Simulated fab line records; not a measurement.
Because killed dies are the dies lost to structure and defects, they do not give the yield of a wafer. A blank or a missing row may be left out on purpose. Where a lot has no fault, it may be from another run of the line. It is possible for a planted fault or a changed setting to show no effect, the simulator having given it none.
fab line records | flow nandHarc
record: lots: 5 | wafers: 15 | lastDay: 23
route steps=1159 shown THIN_TSV@1138 END@1158
lots that met no fault: taken from a fault-free run of the same line
startH: the number of hours between the record's first day and the start of the first shown wafer of the lot | waitH: time in hours since the lot's previous step | " identical to the entry in the row above | L1.1+2: several wafers, shown together as one row | - no value present, or no start provided | * or withheld: withheld | < > ~ a bound
route shown NAME@n: NAME is a module with steps in the file, n the number in the route of the first one | usual: mean/standard deviation of fault-free wafers | same: alike in all rows | chamber/n: place in a boat | sites: readings site by site | _std_site: standard deviation of those values | _edge_site: outer sites' mean less inner sites' | radiusMm: for every site, how far away it sits from the centre of the wafer | mask NAME#n: copy n | behind: the tool/chamber that last shaped the wafer | hold: what put the lot on hold/how long, in hours/how the hold closed | device: whichever transistor did not switch (one of n, p or np) | end of line: tests of these same wafers at the route's end | a step with no rows: only its recipe | killed: not the wafer's yield, but the dies lost to structure and defects at the first sort | map: the dies of a wafer, with x for killed, . for not killed, _ for no die there
set.NAME: the run value of the setting; set.NAME@STEP: its run value at that earlier step | model.NAME: the simulator's own value behind a step, which no gauge read
certain route steps with their lots: each step a table, each wafer a row
services: when a tool's chamber went out of use (startH, in hours from the record's first day, below 0 if earlier), for how many hours, and the reason
== steps ==
step: NHARC_THIN_TSV_PVD_55
recipe: targetThkA: 500 | material: TiN
lot.wafer  | tool          | chamber | startH | waitH
L076.3+4+1 | pvdSputter-03 | -       | 429.51 | 0.0
L077.4+1+2 | pvdSputter-02 | -       | 450.63 | 0.1
L081.3+4+5 | pvdSputter-02 | -       | 465.30 | 0.1
L091.2+3+4 | pvdSputter-02 | -       | 528.69 | 0.1
L092.2+3+5 | pvdSputter-03 | -       | 545.75 | 0.1
step: NHARC_THIN_TSV_PVD_24
recipe: targetThkA: 8000 | powerW: withheld | chamberPressurePa: withheld | substrateTempC: withheld | timeS: withheld | gas: Ar | material: Al
lot.wafer  | tool          | chamber | startH | waitH
L076.1+4+3 | pvdSputter-03 | -       | 429.66 | 0.1
L077.2+1+4 | pvdSputter-02 | -       | 450.78 | 0.1
L081.3+4+5 | pvdSputter-02 | -       | 465.45 | 0.1
L091.4+2+3 | pvdSputter-02 | -       | 528.90 | 0.1
L092.3+2+5 | pvdSputter-03 | -       | 545.88 | 0.1
step: NHARC_THIN_TSV_DEHYDRATE_25
recipe: tempC: 150 | timeS: 120
lot.wafer  | tool          | chamber | startH | waitH
L076.1+3+4 | lithoTrack-07 | 0       | 430.07 | -
L077.1+2+4 | lithoTrack-05 | 0       | 451.21 | -
L081.3+4+5 | lithoTrack-05 | 0       | 465.86 | -
L091.2+3+4 | lithoTrack-07 | 0       | 529.25 | -
L092.2+3+5 | lithoTrack-07 | 0       | 546.30 | -
step: NHARC_THIN_TSV_HMDS_26
recipe: timeS: 30
lot.wafer  | tool          | chamber | startH | waitH
L076.1+3+4 | lithoTrack-07 | 0       | -      | -
L077.1+2+4 | lithoTrack-05 | 0       | -      | -
L081.3+4+5 | lithoTrack-05 | 0       | -      | -
L091.2+3+4 | lithoTrack-07 | 0       | -      | -
L092.2+3+5 | lithoTrack-07 | 0       | -      | -
step: NHARC_THIN_TSV_COAT_27
recipe: spinRpm: *
lot.wafer  | tool          | chamber | startH | waitH
L076.1+3+4 | lithoTrack-07 | 0       | -      | -
L077.1+2+4 | lithoTrack-05 | 0       | -      | -
L081.3+4+5 | lithoTrack-05 | 0       | -      | -
L091.2+3+4 | lithoTrack-07 | 0       | -      | -
L092.2+3+5 | lithoTrack-07 | 0       | -      | -
step: NHARC_THIN_TSV_SOFTBAKE_28
recipe: tempC: 122 | timeS: 95
lot.wafer  | tool          | chamber | startH | waitH
L076.1+3+4 | lithoTrack-07 | 0       | -      | -
L077.1+2+4 | lithoTrack-05 | 0       | -      | -
L081.3+4+5 | lithoTrack-05 | 0       | -      | -
L091.2+3+4 | lithoTrack-07 | 0       | -      | -
L092.2+3+5 | lithoTrack-07 | 0       | -      | -
step: NHARC_THIN_TSV_EBR_29
lot.wafer  | tool          | chamber | startH | waitH
L076.1+3+4 | lithoTrack-07 | 0       | -      | -
L077.1+2+4 | lithoTrack-05 | 0       | -      | -
L081.3+4+5 | lithoTrack-05 | 0       | -      | -
L091.2+3+4 | lithoTrack-07 | 0       | -      | -
L092.2+3+5 | lithoTrack-07 | 0       | -      | -
step: NHARC_THIN_TSV_EXPOSE_30
recipe: na: 0.55 | doseMj: 11.47 | maskId: PAD
lot.wafer  | tool          | chamber | startH | waitH | mask
L076.1+3+4 | krfScanner-04 | 0       | 430.34 | -     | PAD#0
L077.1+2+4 | krfScanner-01 | 0       | 451.35 | -     | PAD#0
L081.3+4+5 | krfScanner-02 | 0       | 466.14 | -     | PAD#0
L091.2+3+4 | krfScanner-01 | 0       | 529.41 | -     | PAD#0
L092.2+3+5 | krfScanner-02 | 0       | 546.45 | -     | PAD#0
step: NHARC_THIN_TSV_PEB_31
recipe: pebTempC: 118 | pebTimeS: 85
lot.wafer  | tool          | chamber | startH | waitH
L076.1+3+4 | lithoTrack-07 | 0       | 430.41 | 0.1
L077.1+2+4 | lithoTrack-02 | 0       | 451.42 | 0.1
L081.3+4+5 | lithoTrack-05 | 0       | 466.20 | 0.1
L091.2+3+4 | lithoTrack-07 | 0       | 529.48 | 0.1
L092.2+3+5 | lithoTrack-07 | 0       | 546.51 | 0.1
step: NHARC_THIN_TSV_DEVELOP_32
recipe: timeS: 70
lot.wafer  | tool          | chamber | startH | waitH
L076.1+3+4 | lithoTrack-07 | 0       | -      | -
L077.1+2+4 | lithoTrack-02 | 0       | -      | -
L081.3+4+5 | lithoTrack-05 | 0       | -      | -
L091.2+3+4 | lithoTrack-07 | 0       | -      | -
L092.2+3+5 | lithoTrack-07 | 0       | -      | -
step: NHARC_THIN_TSV_CD_MEAS_33
recipe: targetCdNm: 5000 | landingEnergyEv: 500
usual: cdNm: 4999.5/1.5
lot.wafer | tool     | chamber | startH | waitH | cdNm
L076.1    | cdSem-01 | 0       | 430.50 | -     | 4999.1
L076.3    | "        | 0       | "      | "     | 4998.5
L076.4    | "        | 0       | "      | "     | 4999.2
L077.1    | cdSem-01 | 0       | 451.51 | -     | 5002.4
L077.2    | "        | 0       | "      | "     | 5000.7
L077.4    | "        | 0       | "      | "     | 5000.9
L081.3    | cdSem-03 | 0       | 466.30 | -     | 5000.1
L081.4    | "        | 0       | "      | "     | 4999.4
L081.5    | "        | 0       | "      | "     | 5002.0
L091.2    | cdSem-02 | 0       | 529.57 | -     | 5000.4
L091.3    | "        | 0       | "      | "     | 4999.2
L091.4    | "        | 0       | "      | "     | 4998.4
L092.2    | cdSem-03 | 0       | 546.60 | -     | 4996.4
L092.3    | "        | 0       | "      | "     | 4998.3
L092.5    | "        | 0       | "      | "     | 4997.2
step: NHARC_THIN_TSV_HARDBAKE_34
recipe: tempC: 125 | timeS: 80
lot.wafer  | tool          | chamber | startH | waitH
L076.1+3+4 | lithoTrack-07 | 0       | 430.58 | -
L077.1+2+4 | lithoTrack-07 | 0       | 451.59 | -
L081.3+4+5 | lithoTrack-07 | 0       | 466.38 | -
L091.2+3+4 | lithoTrack-07 | 0       | 529.65 | -
L092.2+3+5 | lithoTrack-07 | 0       | 546.68 | -
step: NHARC_THIN_TSV_DESCUM_35
recipe: timeS: 3 | o2FlowSccm: 200 | arFlowSccm: 0 | biasPowerW: 0 | chemistry: O2
usual: drypumpMotorCurrentA: 5.7/0.42 | oesProductAu: 1.000/0.0076 | rfVppV: 57.7/0.94 | showerheadPlenumPTorr: 1.90/0.074 | throttleValvePct: 11.312/0.0098
lot.wafer | tool       | chamber | startH | waitH | drypumpMotorCurrentA | oesProductAu | rfHoursCounterH | rfVppV | showerheadPlenumPTorr | throttleValvePct
L076.3    | rieDiel-02 | 1       | 430.67 | -     | 6.1                  | 0.994        | 8               | 59.4   | 1.81                  | 11.324
L076.4    | "          | 2       | "      | "     | 6.1                  | 0.990        | 7               | 58.1   | 1.93                  | 11.313
L076.1    | "          | 3       | "      | "     | 5.5                  | 1.005        | 7               | 57.2   | 1.86                  | 11.320
L077.4    | rieDiel-03 | 3       | 451.67 | -     | 5.0                  | 1.009        | 5               | 56.4   | 1.88                  | 11.303
L077.1    | "          | 0       | "      | "     | 6.1                  | 1.001        | 5               | 58.4   | 1.98                  | 11.315
L077.2    | "          | 2       | "      | "     | 5.0                  | 1.015        | 5               | 56.6   | 1.84                  | 11.301
L081.4    | rieDiel-02 | 2       | 466.47 | -     | 6.1                  | 0.999        | 9               | 57.5   | 1.93                  | 11.321
L081.3    | "          | 0       | "      | "     | 5.5                  | 1.015        | 9               | 57.0   | 1.80                  | 11.309
L081.5    | "          | 2       | "      | "     | 6.1                  | 0.995        | -               | 57.2   | 1.93                  | 11.312
L091.4    | rieDiel-03 | 2       | 529.73 | -     | 5.0                  | 0.994        | 13              | 56.3   | 1.84                  | 11.307
L091.2    | "          | 3       | "      | "     | 5.0                  | 0.997        | 14              | 57.5   | 1.88                  | 11.318
L091.3    | "          | 1       | "      | "     | 5.9                  | 0.987        | 13              | 59.2   | 1.88                  | 11.337
L092.2    | rieDiel-06 | 1       | 546.76 | -     | 6.1                  | 0.992        | 9               | 57.3   | 1.99                  | 11.324
L092.3    | "          | 0       | "      | "     | 6.0                  | 0.987        | 10              | 58.3   | 1.98                  | 11.316
L092.5    | "          | 2       | "      | "     | 5.6                  | 1.008        | -               | 58.7   | 2.06                  | 11.317
step: NHARC_THIN_TSV_ETCH_59
recipe: targetDepthA: 8800 | icpW: 900 | biasW: 100 | Cl2_flow_sccm: 60 | bcl3FlowSccm: 30 | timeS: 138.1 | chemistry: Cl2/BCl3
usual: bcl3FlowSccm: 29.99/0.078 | drypumpMotorCurrentA: 5.98/0.19 | oesProductAu: 1.000/0.0076 | throttleValvePct: 22.267/0.0099
lot.wafer | tool        | chamber | startH | waitH | bcl3FlowSccm | drypumpMotorCurrentA | oesProductAu | rfHoursCounterH | throttleValvePct
L076.1    | rieMetal-03 | 1       | 430.79 | 0.1   | 30.04        | 6.08                 | 0.989        | 4.2             | 22.269
L076.3    | "           | 1       | "      | "     | 29.95        | 6.07                 | 1.005        | -               | 22.271
L076.4    | "           | 1       | "      | "     | 30.08        | 6.08                 | 0.992        | -               | 22.282
L077.1    | rieMetal-01 | 0       | 451.80 | 0.1   | 30.01        | 5.75                 | 1.000        | 3.3             | 22.288
L077.2    | "           | 1       | "      | "     | 30.03        | 6.05                 | 0.994        | 3.6             | 22.268
L077.4    | "           | 0       | "      | "     | 29.97        | 5.76                 | 0.992        | -               | 22.252
L081.3    | rieMetal-01 | 1       | 466.65 | 0.2   | 29.94        | 6.06                 | 0.989        | -               | 22.273
L081.4    | "           | 0       | "      | "     | 30.08        | 5.74                 | 0.999        | -               | 22.283
L081.5    | "           | 1       | "      | "     | 30.10        | 6.06                 | 0.997        | -               | 22.256
L091.2    | rieMetal-03 | 1       | 529.89 | 0.1   | 29.97        | 6.10                 | 1.001        | 1.2             | 22.245
L091.3    | "           | 0       | "      | "     | 30.01        | 6.21                 | 1.000        | -               | 22.262
L091.4    | "           | 1       | "      | "     | 29.96        | 6.07                 | 1.002        | -               | 22.277
L092.2    | rieMetal-01 | 1       | 546.89 | 0.1   | 30.21        | 6.04                 | 0.990        | 0.8             | 22.260
L092.3    | "           | 1       | "      | "     | 30.10        | 6.07                 | 0.996        | -               | 22.256
L092.5    | "           | 1       | "      | "     | 30.04        | 6.04                 | 0.999        | -               | 22.272
step: NHARC_THIN_TSV_ETCH_36
recipe: targetDepthA: 650 | overEtchFrac: 0.3 | timeS: 18.571 | ionEnergyEv: 150 | chemistry: Cl2/BCl3
usual: drypumpMotorCurrentA: 5.97/0.18 | oesProductAu: 1.000/0.0074
lot.wafer | tool        | chamber | startH | waitH | drypumpMotorCurrentA | oesProductAu | rfHoursCounterH
L076.1    | rieMetal-03 | 1       | 431.26 | 0.4   | 6.06                 | 0.996        | 4.5
L076.3    | "           | 1       | "      | "     | 6.08                 | 0.997        | -
L076.4    | "           | 1       | "      | "     | 6.08                 | 0.987        | -
L077.2    | rieMetal-01 | 0       | 452.13 | 0.2   | 5.75                 | 0.987        | 3.5
L077.1    | "           | 1       | "      | "     | 6.05                 | 0.995        | 3.8
L077.4    | "           | 1       | "      | "     | 6.00                 | 0.999        | -
L081.4    | rieMetal-01 | 1       | 466.86 | 0.1   | 6.05                 | 0.994        | -
L081.3    | "           | 0       | "      | "     | 5.75                 | 0.992        | -
L081.5    | "           | 1       | "      | "     | 6.07                 | 0.997        | -
L091.2    | rieMetal-03 | 1       | 530.11 | 0.2   | 6.08                 | 0.999        | 1.3
L091.3    | "           | 1       | "      | "     | 6.08                 | 1.002        | -
L091.4    | "           | 0       | "      | "     | 6.18                 | 0.996        | -
L092.2    | rieMetal-01 | 1       | 547.15 | 0.2   | 6.06                 | 0.995        | 0.9
L092.3    | "           | 1       | "      | "     | 6.05                 | 0.998        | -
L092.5    | "           | 1       | "      | "     | 6.05                 | 0.990        | -
step: NHARC_THIN_TSV_STRIP_56
recipe: powerW: 1500 | tempC: 250 | chemistry: O2
usual: drypumpMotorCurrentA: 5.7/0.45 | heaterPowerW: 346/36 | rfReflPowerW: 18/4.8 | tempC: 250.05/0.19
lot.wafer | tool           | chamber | startH | waitH | drypumpMotorCurrentA | heaterPowerW | rfHoursCounterH | rfReflPowerW | tempC
L076.1    | plasmaAsher-02 | 1       | 431.41 | 0.1   | 5.2                  | 312          | 21              | 11           | 249.72
L076.3    | "              | 1       | "      | "     | 5.2                  | 300          | -               | 11           | 249.97
L076.4    | "              | 0       | "      | "     | 5.7                  | 342          | -               | 25           | 249.99
L077.1    | plasmaAsher-02 | 0       | 452.48 | 0.3   | 5.7                  | 349          | 30              | 24           | 250.19
L077.2    | "              | 1       | "      | "     | 5.2                  | 302          | 30              | 11           | 250.30
L077.4    | "              | 1       | "      | "     | 5.2                  | 292          | -               | 11           | 250.17
L081.3    | plasmaAsher-02 | 1       | 467.05 | 0.2   | 5.2                  | 306          | -               | 11           | 250.21
L081.4    | "              | 0       | "      | "     | 5.7                  | 335          | -               | 25           | 249.81
L081.5    | "              | 1       | "      | "     | 5.2                  | 298          | -               | 11           | 249.91
L091.2    | plasmaAsher-01 | 0       | 530.26 | 0.1   | 6.5                  | 397          | 21              | 19           | 250.20
L091.3    | "              | 1       | "      | "     | 5.8                  | 358          | -               | 16           | 250.02
L091.4    | "              | 0       | "      | "     | 6.5                  | 393          | -               | 19           | 250.01
L092.2    | plasmaAsher-02 | 1       | 547.25 | 0.1   | 5.2                  | 301          | 0               | -            | 250.15
L092.3    | "              | 1       | "      | "     | 5.2                  | 300          | -               | -            | 250.10
L092.5    | "              | 1       | "      | "     | 5.2                  | 302          | -               | -            | 250.21
step: NHARC_THIN_TSV_STRIP_57
recipe: timeS: 1200 | tempC: 72.5 | chemistry: postEtchResidueRemover
usual: tempC: 72.51/0.12
lot.wafer | tool        | chamber | startH | waitH | tempC
L076.3    | wetBench-10 | 1       | 431.78 | 0.2   | 72.52
L076.4    | "           | 2       | "      | "     | 72.60
L076.1    | "           | 3       | "      | "     | 72.51
L077.4    | wetBench-10 | 4       | 452.83 | 0.2   | 72.61
L077.2    | "           | 5       | "      | "     | 72.46
L077.1    | "           | 7       | "      | "     | 72.55
L081.3    | wetBench-08 | 4       | 467.30 | 0.2   | 72.30
L081.5    | "           | 5       | "      | "     | 72.47
L081.4    | "           | 0       | "      | "     | 72.51
L091.2    | wetBench-10 | 6       | 530.56 | 0.3   | 72.42
L091.4    | "           | 7       | "      | "     | 72.22
L091.3    | "           | 3       | "      | "     | 72.44
L092.5    | wetBench-10 | 1       | 547.59 | 0.1   | 72.60
L092.3    | "           | 4       | "      | "     | 72.39
L092.2    | "           | 6       | "      | "     | 72.51
step: NHARC_THIN_TSV_CD_MEAS_37
usual: cdNm: 4999.3/1.9
lot.wafer | tool     | chamber | startH | waitH | cdNm
L076.1    | cdSem-03 | -       | 432.22 | -     | 4999.8
L076.3    | "        | -       | "      | "     | 4997.1
L076.4    | "        | -       | "      | "     | 4998.3
L077.1    | cdSem-03 | -       | 453.28 | -     | 5001.8
L077.2    | "        | -       | "      | "     | 4997.4
L077.4    | "        | -       | "      | "     | 4999.4
L081.3    | cdSem-03 | -       | 467.75 | -     | 4999.7
L081.4    | "        | -       | "      | "     | 4998.0
L081.5    | "        | -       | "      | "     | 5002.2
L091.2    | cdSem-01 | -       | 531.02 | -     | 5001.2
L091.3    | "        | -       | "      | "     | 5001.0
L091.4    | "        | -       | "      | "     | 4998.4
L092.2    | cdSem-02 | -       | 548.04 | -     | 4997.2
L092.3    | "        | -       | "      | "     | 4997.8
L092.5    | "        | -       | "      | "     | 4996.4
step: NHARC_THIN_TSV_ANNEAL_58
recipe: tempC: 400 | timeS: 1800
usual: zonePowerTopPct: 10.0/0.9
lot.wafer | tool       | chamber | startH | waitH | zonePowerTopPct
L076.1    | furnace-06 | 0       | 437.58 | 5.4   | 12.4
L076.3    | "          | 0       | "      | "     | 12.1
L076.4    | "          | 0       | "      | "     | 12.7
L077.1    | furnace-03 | 0       | 455.63 | 2.3   | 9.5
L077.2    | "          | 0       | "      | "     | 9.7
L077.4    | "          | 0       | "      | "     | 9.5
L081.3    | furnace-06 | 0       | 470.74 | 3.0   | 12.5
L081.4    | "          | 0       | "      | "     | 12.4
L081.5    | "          | 0       | "      | "     | 12.4
L091.2    | furnace-03 | 0       | 533.78 | 2.8   | 9.6
L091.3    | "          | 0       | "      | "     | 9.6
L091.4    | "          | 0       | "      | "     | 9.5
L092.2    | furnace-03 | 0       | 551.30 | 3.3   | 9.8
L092.3    | "          | 0       | "      | "     | 9.6
L092.5    | "          | 0       | "      | "     | 9.6
step: NHARC_THIN_TSV_INSPECT_40
usual: rawDefectCount: 482/82
lot.wafer | tool             | chamber | startH | waitH | rawDefectCount
L076.1    | defectInspect-01 | -       | 439.04 | 0.4   | 454
L076.3    | "                | -       | "      | "     | 521
L076.4    | "                | -       | "      | "     | 571
L077.1    | defectInspect-01 | -       | 457.07 | 0.4   | 581
L077.2    | "                | -       | "      | "     | 437
L077.4    | "                | -       | "      | "     | 598
L081.3    | defectInspect-02 | -       | 472.21 | 0.4   | 445
L081.4    | "                | -       | "      | "     | 417
L081.5    | "                | -       | "      | "     | 489
L091.2    | defectInspect-01 | -       | 535.23 | 0.4   | 435
L091.3    | "                | -       | "      | "     | 439
L091.4    | "                | -       | "      | "     | 443
L092.2    | defectInspect-02 | -       | 552.74 | 0.4   | 408
L092.3    | "                | -       | "      | "     | 384
L092.5    | "                | -       | "      | "     | 472
step: NHARC_END_WLT_00
usual: VT_DECK1_BOTTOM: 0.868/0.0078 | VT_DECK1_BOTTOM_INNER: 0.868/0.0069 | VT_DECK1_MEDIAN_NEAR_BOTTOM: 0.870/0.0076 | VT_DECK1_MEDIAN_NEAR_BOTTOM_INNER: 0.869/0.007 | VT_DECK1_MIDDLE: 0.882/0.007 | VT_DECK1_MIDDLE_INNER: 0.881/0.0072 | VT_DECK1_TOP: 0.892/0.0077 | VT_DECK1_TOP_INNER: 0.892/0.0074
lot.wafer | tool      | chamber | startH | waitH | VT_DECK1_BOTTOM | VT_DECK1_BOTTOM_INNER | VT_DECK1_MEDIAN_NEAR_BOTTOM | VT_DECK1_MEDIAN_NEAR_BOTTOM_INNER | VT_DECK1_MIDDLE | VT_DECK1_MIDDLE_INNER | VT_DECK1_TOP | VT_DECK1_TOP_INNER
L076.1    | prober-02 | -       | 439.10 | 0.1   | 0.869           | 0.865                 | 0.870                       | 0.872                             | 0.875           | 0.885                 | 0.890        | 0.889
L076.3    | "         | -       | 440.11 | 1.1   | 0.874           | 0.870                 | 0.881                       | 0.875                             | 0.886           | 0.881                 | 0.895        | 0.895
L076.4    | "         | -       | "      | "     | 0.867           | 0.876                 | 0.867                       | 0.868                             | 0.880           | 0.879                 | 0.895        | 0.887
L077.1    | prober-01 | -       | 462.55 | 5.5   | 0.892           | 0.870                 | 0.874                       | 0.879                             | 0.894           | 0.883                 | 0.909        | 0.903
L077.2    | "         | -       | "      | "     | 0.878           | 0.875                 | 0.882                       | 0.881                             | 0.892           | 0.896                 | 0.902        | 0.906
L077.4    | "         | -       | 464.07 | 7.0   | 0.882           | 0.875                 | 0.888                       | 0.883                             | 0.892           | 0.898                 | 0.901        | 0.901
L081.3    | prober-02 | -       | 473.28 | 1.1   | 0.892           | 0.879                 | 0.881                       | 0.884                             | 0.889           | 0.889                 | 0.900        | 0.899
L081.4    | "         | -       | "      | "     | 0.872           | 0.878                 | 0.880                       | 0.879                             | 0.883           | 0.880                 | 0.898        | 0.889
L081.5    | "         | -       | "      | "     | 0.870           | 0.880                 | 0.878                       | 0.879                             | 0.890           | 0.884                 | 0.899        | 0.899
L091.2    | prober-01 | -       | 535.78 | 0.5   | 0.863           | 0.859                 | 0.856                       | 0.857                             | 0.870           | 0.878                 | 0.882        | 0.880
L091.3    | "         | -       | "      | "     | 0.861           | 0.859                 | 0.856                       | 0.860                             | 0.874           | 0.874                 | 0.887        | 0.886
L091.4    | "         | -       | "      | "     | 0.869           | 0.857                 | 0.859                       | 0.855                             | 0.874           | 0.879                 | 0.886        | 0.889
L092.2    | prober-02 | -       | 553.30 | 0.6   | 0.868           | 0.864                 | 0.866                       | 0.873                             | 0.883           | 0.881                 | 0.891        | 0.884
L092.3    | "         | -       | "      | "     | 0.872           | 0.877                 | 0.870                       | 0.870                             | 0.879           | 0.881                 | 0.882        | 0.897
L092.5    | "         | -       | 554.79 | 2.0   | 0.865           | 0.878                 | 0.871                       | 0.870                             | 0.882           | 0.883                 | 0.884        | 0.892
== services ==
tool           | chamber | startH | hours | kind
wetBench-08    | -       | 406.42 | 8.0   | pm
lithoTrack-05  | -       | 412.00 | 7.0   | pm
rieMetal-01    | 0       | 412.54 | 4.8   | repair
rieMetal-03    | 0       | 414.92 | 17.5  | repair
rieDiel-06     | -       | 418.20 | 9.0   | pm
wetBench-10    | -       | 423.20 | 8.0   | pm
krfScanner-01  | -       | 428.01 | 4.0   | pm
rieDiel-06     | 2       | 441.79 | 7.6   | repair
plasmaAsher-01 | -       | 453.00 | 9.0   | pm
rieMetal-03    | -       | 453.00 | 9.0   | pm
pvdSputter-03  | -       | 458.00 | 10.0  | pm
krfScanner-04  | -       | 470.00 | 4.0   | pm
rieDiel-03     | 2       | 471.40 | 2.2   | repair
rieDiel-03     | 1       | 483.38 | 5.1   | repair
rieDiel-02     | 2       | 490.50 | 7.8   | repair
rieDiel-02     | -       | 504.77 | 9.0   | pm
rieMetal-01    | -       | 509.00 | 9.0   | pm
plasmaAsher-02 | -       | 511.46 | 0.5   | repair
lithoTrack-02  | -       | 515.01 | 7.0   | pm
wetBench-10    | -       | 526.55 | 1.7   | repair
plasmaAsher-02 | -       | 537.00 | 9.0   | pm
furnace-06     | -       | 538.13 | 5.1   | repair
lithoTrack-07  | -       | 539.00 | 7.0   | pm
pvdSputter-02  | -       | 541.73 | 32.2  | repair
== key ==
fault none
